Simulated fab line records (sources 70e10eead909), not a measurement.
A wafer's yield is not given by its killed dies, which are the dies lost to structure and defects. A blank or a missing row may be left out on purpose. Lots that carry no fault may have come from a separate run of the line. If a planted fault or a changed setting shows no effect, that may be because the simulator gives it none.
A struck lot beside a sound one | flow nandHarc | 15 out of 1159 route steps
Sound: wafers L608.1, L608.4, L608.6. Struck: wafers L610.4, L610.6 (left out: L610.1, a lot-mate that was not struck); the cause follows at the end.
At each step with rows: each side's tool, then ch and its chambers, then its first start. Under that, the readings that differ: sound wafers | struck wafers | difference of the means | sigmas: that difference in standard deviations of wafers without a fault.
alike: readings whose means differ by less than 2 such deviations, and words and numbers that are the same on both sides. not compared: withheld readings, readings that some wafer has no value for, bounds like >300 that may hide the same value, and numbers for which the record gives no deviation and whose values overlap.
The two part at a step that has a row with sigmas, a row that says differs or no value, or rows on one side only. Numbers that have no deviation but don't overlap get no sigmas and don't part them. Lack of a reading on every wafer of one side parts them only where that side has two or more wafers.

NHARC_A_SGD_CUT_INSPECT_11:
  sound on defectInspect-01, day 16 06:20; struck on defectInspect-01, day 17 02:20
  alike: rawDefectCount
then, 1 step without rows for these wafers: NHARC_A_SGD_CUT_DESCUM_14 (chemistry O2, time 3 s).
NHARC_A_SGD_CUT_ETCH_58: etches the open film in CF4, target depth 39 nm, time 65 s.
  sound on rieDiel-02 ch 0,2, day 16 06:35; struck on rieDiel-02 ch 0,3, day 17 02:30
  alike: drypumpMotorCurrentA, oesProductAu, rfFwdPowerW, rfVppV, showerheadPlenumPTorr, throttleValvePct
  not compared: rfHoursCounterH
NHARC_A_SGD_CUT_ETCH_59: etches the open film in N2/H2, target depth 260 nm, time 406.25 s.
  sound on rieDiel-02 ch 2,3; struck on rieDiel-02 ch 2,3
  alike: drypumpMotorCurrentA, oesProductAu, rfFwdPowerW, rfVppV, showerheadPlenumPTorr, throttleValvePct
  not compared: rfHoursCounterH
NHARC_A_SGD_CUT_ETCH_15: etches the open film in CH3F/O2, target depth 75 nm, time 64.3 s.
  sound on rieDiel-02 ch 0,3; struck on rieDiel-02 ch 0,2
  alike: drypumpMotorCurrentA, oesProductAu, rfFwdPowerW, rfVppV, showerheadPlenumPTorr, throttleValvePct
  not compared: rfHoursCounterH
NHARC_A_SGD_CUT_ETCH_16: etches the open film in C4F8/O2/Ar, target depth 310.5 nm, time 155.2 s.
  sound on rieDiel-02 ch 0,3; struck on rieDiel-02 ch 2,3
  alike: oesProductAu, rfFwdPowerW, rfVppV
  not compared: rfHoursCounterH
then, 1 step without rows for these wafers: NHARC_A_SGD_CUT_STRIP_60 (strips in C4F8/O2/Ar).
NHARC_A_SGD_CUT_STRIP_17: strips in O2.
  sound on rieDiel-02 ch 0,2,3; struck on rieDiel-02 ch 0,2
  alike: drypumpMotorCurrentA, oesProductAu, rfVppV, showerheadPlenumPTorr, throttleValvePct
  not compared: rfHoursCounterH
then, 4 steps without rows for these wafers: NHARC_A_SGD_CUT_PRECLEAN_18 (cleans in SC1); NHARC_A_SGD_CUT_SRD_19; NHARC_A_SGD_CUT_DEP_20 (deposits SiO2, target thk 150 nm); NHARC_A_SGD_CUT_ANNEAL_27 (time 1800 s).
NHARC_A_SGD_CUT_CMP_21: polishes, target thk 148.19 nm.
  sound on cmp-04 ch 0,2,3, day 16 12:04; struck on cmp-02 ch 1,2, day 17 09:07
reading             | sound          | struck    | difference | sigmas
timeToEndpointS (s) | 49.5 49.9 51.0 | 31.1 29.2 | -20.0      | -8
  alike: motorCurrentA
NHARC_A_SGD_CUT_THK_MEAS_22: measures by ellipsometry.
  sound on filmMetro-02, day 16 12:16; struck on filmMetro-01, day 17 09:19
  alike: thkNm
-- the record jumps here: 6 days lie between the struck wafers' starts before and after (it left off in module A_SGD_CUT and takes up again in module END, whose first step shown is number 1159 of the route) --
NHARC_END_SORT_01:
  here the record holds rows for the struck wafers (prober-02 ch 0, day 22 23:55) but none for the sound ones

WHERE THEY PART
Earliest at NHARC_A_SGD_CUT_CMP_21; latest, in this record, at NHARC_END_SORT_01.

WHY: whatever the simulator had introduced
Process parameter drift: cmp-02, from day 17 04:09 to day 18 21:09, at NHARC_A_SGD_CUT_CMP_21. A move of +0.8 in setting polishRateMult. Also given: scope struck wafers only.
